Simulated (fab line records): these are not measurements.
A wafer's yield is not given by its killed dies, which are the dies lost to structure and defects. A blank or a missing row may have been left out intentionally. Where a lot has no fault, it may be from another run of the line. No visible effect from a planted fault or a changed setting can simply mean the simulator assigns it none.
fab line records	flow nand-harc
record: lots: 14	wafers: 42	last-day: 34
route steps=1302 shown A_DECK1_JOINT@539 A_ONON_D2@552 END@1302
lots with no fault: from the same line, run without faults
start-h: start of the lot's first displayed wafer, in hours after the record's first day	wait-h: how many hours have passed since the lot's step before this one	" unchanged from the row above	L1.1+2: a row that stands for several wafers	- either no value or no given start	* or withheld: withheld	< > ~ a bound
route shown NAME@n: NAME is a module with steps in the file, n the number in the route of the first one	usual: the fault-free wafers' mean and standard deviation	same: alike in all rows	chamber/n: place in a boat	sites: per-site readings	_std_site: standard deviation across them	_edge_site: the outer-site mean with the inner-site mean subtracted	radius-mm: how far each site lies from the wafer's centre	mask NAME#n: copy n	behind: the last tool/chamber to shape the wafer	hold: why the lot went on hold/how many hours it stayed there/how the hold came to an end	device: which transistor (n, p or np) failed to switch	end of line: at the end of the route, the tests of the same wafers	where a step has no rows: the recipe by itself	killed: count of dies lost to structure and defects at first sort (not the wafer's yield)	map: a wafer's dies, x killed, . not, _ none there
set.NAME: the run value of the setting; set.NAME@STEP: its run value at that earlier step	model.NAME: the simulator's own value behind a step, which no gauge read
the route's steps for a sample of lots (tables are steps, rows are wafers)
services: the hour from which a tool's chamber was out of use, counted from the record's first day as start-h (under 0 if before that day), plus the number of hours and why
== steps ==
step: NHARC_A_DECK1_JOINT_CMP_02
recipe: material: SiOx
usual: motor-current-A: 11.8/1.2
lot.wafer	tool	chamber	start-h	wait-h	motor-current-A
L464.2	cmp-04	2	269.31	0.4	10.6
L464.3	"	3	"	"	10.8
L464.5	"	2	"	"	10.6
L466.4	cmp-04	2	289.64	0.4	11.0
L466.5	"	1	"	"	10.7
L466.6	"	2	"	"	10.9
L465.4	cmp-04	3	292.43	0.4	10.7
L465.2	"	0	"	"	11.8
L465.1	"	1	"	"	11.5
L474.4	cmp-03	0	371.08	0.4	12.0
L474.2	"	1	"	"	11.8
L474.6	"	0	"	"	12.4
L475.4	cmp-03	2	384.46	0.4	10.7
L475.3	"	3	"	"	12.0
L475.6	"	2	"	"	10.1
L478.2	cmp-01	2	412.69	0.4	12.9
L478.4	"	0	"	"	14.6
L478.6	"	2	"	"	12.7
L481.3	cmp-03	2	435.47	0.4	10.4
L481.2	"	3	"	"	11.7
L481.4	"	1	"	"	12.1
L480.1	cmp-01	2	435.50	0.4	13.1
L480.3	"	0	"	"	14.0
L480.6	"	2	"	"	12.8
L483.3	cmp-04	3	459.07	0.4	10.4
L483.1	"	0	"	"	12.3
L483.5	"	2	"	"	11.2
L482.3	cmp-01	2	459.09	0.4	13.3
L482.4	"	3	"	"	13.6
L482.6	"	0	"	"	13.5
L485.2	cmp-01	0	475.27	0.4	13.9
L485.3	"	1	"	"	10.7
L485.1	"	3	"	"	12.7
L484.2	cmp-03	1	498.49	0.4	11.3
L484.6	"	2	"	"	10.4
L484.5	"	3	"	"	11.8
L486.2	cmp-03	3	508.91	0.4	11.9
L486.5	"	2	"	"	10.4
L486.6	"	3	"	"	12.3
L487.2	cmp-01	3	508.91	0.4	12.8
L487.3	"	1	"	"	11.4
L487.6	"	2	"	"	13.1
step: NHARC_A_ONON_D2_THK_MEAS_11
recipe: thk-meas-gauge: ellipsometry
usual: thk-nm: 999/12
lot.wafer	tool	chamber	start-h	wait-h	thk-nm
L464.2	film-metro-01	-	272.66	-	982
L464.3	"	-	"	"	983
L464.5	"	-	"	"	984
L466.4	film-metro-02	-	292.60	-	1000
L466.5	"	-	"	"	999
L466.6	"	-	"	"	1001
L465.1	film-metro-02	-	295.42	-	995
L465.2	"	-	"	"	994
L465.4	"	-	"	"	994
L474.2	film-metro-01	-	374.24	-	1002
L474.4	"	-	"	"	1000
L474.6	"	-	"	"	999
L475.3	film-metro-01	-	387.55	-	1003
L475.4	"	-	"	"	1001
L475.6	"	-	"	"	1004
L478.2	film-metro-02	-	415.80	-	1011
L478.4	"	-	"	"	1013
L478.6	"	-	"	"	1012
L481.2	film-metro-01	-	438.44	-	983
L481.3	"	-	"	"	983
L481.4	"	-	"	"	980
L480.1	film-metro-02	-	438.47	-	1004
L480.3	"	-	"	"	1003
L480.6	"	-	"	"	1003
L482.3	film-metro-01	-	462.01	-	1011
L482.4	"	-	"	"	1010
L482.6	"	-	"	"	1010
L483.1	film-metro-02	-	462.09	-	1009
L483.3	"	-	"	"	1008
L483.5	"	-	"	"	1008
L485.1	film-metro-02	-	478.23	-	1007
L485.2	"	-	"	"	1005
L485.3	"	-	"	"	1005
L484.2	film-metro-02	-	501.39	-	996
L484.5	"	-	"	"	997
L484.6	"	-	"	"	996
L486.2	film-metro-02	-	511.89	-	999
L486.5	"	-	"	"	999
L486.6	"	-	"	"	999
L487.2	film-metro-01	-	512.09	-	1018
L487.3	"	-	"	"	1016
L487.6	"	-	"	"	1019
step: NHARC_A_ONON_D2_DEP_16
recipe: target-thk-a: 10000	n2-flow-sccm: 2750	n2o-flow-sccm: 2000	nh3-flow-sccm: 500	sih4-flow-sccm: 210	temp-c: 400
lot.wafer	tool	chamber	start-h	wait-h
L464.2+3+5	pecvd-onon-02	0	280.63	0.4
L465.1+2+4	pecvd-onon-04	0	300.65	0.4
L466.4+5+6	pecvd-onon-02	0	300.82	0.6
L474.2+4+6	pecvd-onon-02	0	382.33	0.4
L475.3+4+6	pecvd-onon-02	0	395.37	0.5
L478.2+4+6	pecvd-onon-01	0	424.25	0.4
L480.1+3+6	pecvd-onon-01	0	446.48	0.4
L481.2+3+4	pecvd-onon-02	0	446.54	0.4
L483.1+3+5	pecvd-onon-02	0	469.92	0.4
L482.3+4+6	pecvd-onon-04	0	470.04	0.5
L485.1+2+3	pecvd-onon-02	0	485.64	0.4
L484.2+5+6	pecvd-onon-04	0	509.58	0.4
L486.2+5+6	pecvd-onon-02	0	519.72	0.4
L487.2+3+6	pecvd-onon-04	0	519.72	0.4
step: NHARC_A_ONON_D2_THK_MEAS_18
recipe: thk-meas-gauge: ellipsometry
usual: thk-nm: 997/9.1
lot.wafer	tool	chamber	start-h	wait-h	thk-nm
L464.2	film-metro-01	-	281.09	-	998
L464.3	"	-	"	"	998
L464.5	"	-	"	"	999
L465.1	film-metro-02	-	301.16	-	982
L465.2	"	-	"	"	982
L465.4	"	-	"	"	981
L466.4	film-metro-02	-	301.16	-	1001
L466.5	"	-	"	"	1001
L466.6	"	-	"	"	1001
L474.2	film-metro-01	-	382.78	-	861
L474.4	"	-	"	"	1002
L474.6	"	-	"	"	861
L475.3	film-metro-02	-	395.77	-	993
L475.4	"	-	"	"	993
L475.6	"	-	"	"	852
L478.2	film-metro-02	-	424.71	-	1005
L478.4	"	-	"	"	1005
L478.6	"	-	"	"	1004
L481.2	film-metro-02	-	447.00	-	1006
L481.3	"	-	"	"	1007
L481.4	"	-	"	"	1007
L480.1	film-metro-01	-	447.00	-	976
L480.3	"	-	"	"	977
L480.6	"	-	"	"	977
L483.1	film-metro-01	-	470.43	-	1003
L483.3	"	-	"	"	1003
L483.5	"	-	"	"	1004
L482.3	film-metro-02	-	470.44	-	1015
L482.4	"	-	"	"	1016
L482.6	"	-	"	"	1018
L485.1	film-metro-01	-	486.15	-	1000
L485.2	"	-	"	"	1000
L485.3	"	-	"	"	1000
L484.2	film-metro-01	-	510.03	-	1011
L484.5	"	-	"	"	1009
L484.6	"	-	"	"	1009
L486.2	film-metro-01	-	520.17	-	1006
L486.5	"	-	"	"	1006
L486.6	"	-	"	"	1003
L487.2	film-metro-02	-	520.18	-	998
L487.3	"	-	"	"	1002
L487.6	"	-	"	"	998
step: NHARC_END_SORT_01
recipe: temp-c: 25
usual: killed-at-array: 62/16	killed-at-other: 0.8/1.1	killed-at-periphery: 4/3.2	killed-dies: 67/16	killed-open: 3.5/1.9	killed-short: 2.1/1.5
same: gross-dies: 677
lot.wafer	tool	chamber	start-h	wait-h	killed-at-array	killed-at-other	killed-at-periphery	killed-dies	killed-open	killed-short
L474.2	prober-02	0	650.02	2.8	671	1	5	677	3	3
L474.4	prober-02	0	651.66	3.5	51	1	5	57	0	2
L474.6	prober-02	0	653.29	4.1	672	2	3	677	2	2
L475.3	prober-01	0	681.58	3.1	44	2	3	49	1	2
L475.4	prober-01	0	682.37	3.4	53	0	10	63	3	2
L475.6	prober-01	0	683.96	4.0	669	0	8	677	2	0
killed by level:class
L474.2 A_ONON_D2:area-dep=612 A_SLIT:chamber-film-flake=28 A_CHANNEL_HOLE_D2:chamber-film-flake=15 A_ZERO_WELL:chamber-film-flake=3 A_CHANNEL_HOLE_D1:chamber-film-flake=3 A_CONTACT:chamber-film-flake=3 A_ONON_D2:geometric-particle:open=2 P_CONTACT:chamber-film-flake=2
L474.4 A_SLIT:chamber-film-flake=31 A_CHANNEL_HOLE_D2:chamber-film-flake=8 P_STI:chamber-film-flake=3 A_M0:chamber-film-flake=3 A_CHANNEL_HOLE_D1:chamber-film-flake=2 A_DECK1_JOINT:chamber-film-flake=2 A_CHANNEL_FILL_D1:geometric-particle:short=1 A_CHANNEL_FILL_D2:geometric-particle:short=1
L474.6 A_ONON_D2:area-dep=603 A_SLIT:chamber-film-flake=29 A_CHANNEL_HOLE_D2:chamber-film-flake=21 A_CHANNEL_HOLE_D1:chamber-film-flake=8 A_CONTACT:chamber-film-flake=5 P_STI:chamber-film-flake=2 THIN_TSV:chamber-film-flake=2 A_ONON_D1:geometric-particle:open=1
L475.3 A_CHANNEL_HOLE_D1:chamber-film-flake=32 A_CONTACT:chamber-film-flake=5 P_GATE:chamber-film-flake=2 A_STAIRCASE:chamber-film-flake=2 THIN_TSV:chamber-film-flake=2 A_ONON_D1:geometric-particle:open=1 A_ONON_D1:geometric-particle:short=1 A_M1:geometric-particle:short=1
L475.4 A_CHANNEL_HOLE_D1:chamber-film-flake=36 P_GATE:chamber-film-flake=5 A_CONTACT:chamber-film-flake=5 A_BONDPAD:chamber-film-flake=4 P_STI:chamber-film-flake=3 A_SGD_CUT:geometric-particle:open=1 A_WL_FILL:geometric-particle:short=1 A_WL_FILL:geometric-particle:open=1
L475.6 A_ONON_D2:area-dep=623 A_CHANNEL_HOLE_D1:chamber-film-flake=31 P_STI:chamber-film-flake=4 P_GATE:chamber-film-flake=4 A_WL_FILL:chamber-film-flake=4 A_BONDPAD:chamber-film-flake=3 A_CONTACT:chamber-film-flake=2 A_SLIT:chamber-film-flake=2
== services ==
tool	chamber	start-h	hours	kind
cmp-04	-	255.36	4.2	repair
cmp-03	-	256.75	0.4	repair
cmp-03	-	260.11	4.0	pm
cmp-04	-	269.87	4.0	pm
cmp-03	-	276.69	2.2	repair
cmp-01	-	283.50	4.0	pm
cmp-03	-	289.16	4.5	repair
pecvd-onon-04	-	311.33	13.0	pm
cmp-03	-	330.72	4.3	repair
cmp-04	-	348.54	4.3	repair
cmp-03	-	358.11	4.0	pm
cmp-03	-	363.02	2.1	repair
pecvd-onon-02	-	366.61	13.0	pm
cmp-04	-	367.87	4.0	pm
cmp-01	-	375.35	0.4	repair
cmp-01	-	381.50	4.0	pm
cmp-03	-	393.35	0.9	repair
cmp-01	-	399.65	0.9	repair
cmp-04	-	405.23	0.9	repair
cmp-03	-	456.11	4.0	pm
cmp-03	-	467.43	1.5	repair
cmp-01	-	469.44	5.1	repair
cmp-01	-	479.50	4.0	pm
cmp-01	-	505.82	0.4	repair
== key ==
first-sign: step: NHARC_A_ONON_D2_THK_MEAS_18	reading: thk-nm	direction: down	sigmas: 15	usual: 997	struck: 858
effect: step: NHARC_END_SORT_01	reading: killed-at-array	direction: up	sigmas: 37	usual: 62	struck: 671
more-kills-born-at: NHARC_A_ONON_D2_DEP_16@pecvd-onon-02: 1838
met-at NHARC_A_ONON_D2_DEP_16
struck-lots L474,L475
struck-wafers L474.2,L474.6,L475.6
later-rows-left-out L474.2,L474.6,L475.6
tester-left-out L474,L475
not-acting-at NHARC_A_DECK1_JOINT_CMP_02,NHARC_A_ONON_D2_THK_MEAS_11
onset-between 300.82 382.33
fault: kind: process-parameter-drift	tool: pecvd-onon-02	chamber: -	onset-h: 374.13	steps: NHARC_A_ONON_D2_DEP_16	channel: target-thk-a	offset: *	shape: step	end-h: 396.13	scope: struck-wafers-only	acts-in: *	stated: *
tester-left-out: of these lots the tester's yield and bins aren't shown, on N5 and GAA mostly nor the transistor test; their killed dies are dies lost to structure and defects alone, not to doping, threshold or leakage, so they don't give the yield
later-rows-left-out: the simulator's readings of these wafers behind a module that went badly wrong aren't trusted and aren't shown, but for the sort
